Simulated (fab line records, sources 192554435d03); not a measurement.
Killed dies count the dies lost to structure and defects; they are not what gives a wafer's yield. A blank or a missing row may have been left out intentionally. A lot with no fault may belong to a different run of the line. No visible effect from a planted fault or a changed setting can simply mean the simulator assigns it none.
Matching of chambers -- flow n5_finfet -- rie_diel-06 running N5_SD_EPI_N_ETCH_35: 4 sister chambers
The step etches SOC in N2/H2, overetch 108 nm, time 486 s. 16 wafers are shown with their chamber, then 8 later ones without.

## EACH WAFER AND ITS CHAMBER
wafer,chamber,drypump_motor_current_A (A),oes_product_au (a.u.),showerhead_plenum_p_Torr (Torr)
L076.4,3,5.5,0.85,2.49
L076.5,2,5.5,0.70,2.57
L076.6,0,5.7,0.62,2.53
L077.2,3,5.5,0.84,2.49
L077.3,0,5.7,0.62,2.53
L077.6,3,5.5,0.83,2.49
L079.1,3,5.5,0.82,2.48
L079.4,0,5.6,0.61,2.53
L079.5,1,6.1,0.90,2.50
L082.3,3,5.5,0.81,2.48
L082.5,3,5.5,0.80,2.48
L082.6,0,5.7,0.61,2.52
L087.1,0,5.7,0.60,2.52
L087.5,3,5.5,0.80,2.48
L087.6,0,5.7,0.60,2.52
L090.4,0,5.7,0.59,2.52

SIGNATURES (averages over the wafers above)
reading,chamber 0,chamber 1,chamber 2,chamber 3,scatter within a chamber
drypump_motor_current_A,5.686,6.100,5.500,5.500,0.0267
oes_product_au,0.6071,0.9000,0.7000,0.8214,0.0159
showerhead_plenum_p_Torr,2.5243,2.5000,2.5700,2.4843,0.00535
Rule: for a wafer and a chamber, the distance is found by dividing, reading by reading, the gap between the wafer's reading and the chamber's mean by the reading's scatter, squaring, summing and taking the root. The wafer belongs to the nearest chamber; if the next one is less than 2 further off, it can't be placed. The scatter is the square root of a quotient: the sum, over the shown wafers, of each reading's squared deviation from its chamber's mean, divided by wafers minus chambers.

## WAFERS WITH NO CHAMBER GIVEN
wafer,drypump_motor_current_A (A),oes_product_au (a.u.),showerhead_plenum_p_Torr (Torr)
L090.5,5.5,0.68,2.56
L090.6,5.5,0.78,2.47
L096.2,6.2,0.80,2.48
L096.4,5.5,0.67,2.56
L096.5,6.2,0.80,2.48
L097.3,6.2,0.79,2.48
L097.4,6.2,0.80,2.48
L097.5,5.5,0.67,2.56

## THE CHAMBER EACH PASSED THROUGH
wafer,from the rows above,in truth
L090.5,2,2
L090.6,3,3
L096.2,1,1
L096.4,2,2
L096.5,1,1
L097.3,1,1
L097.4,1,1
L097.5,2,2
8 of 8 placed correctly. Not placeable from these rows: 0. Wrongly placed: 0.
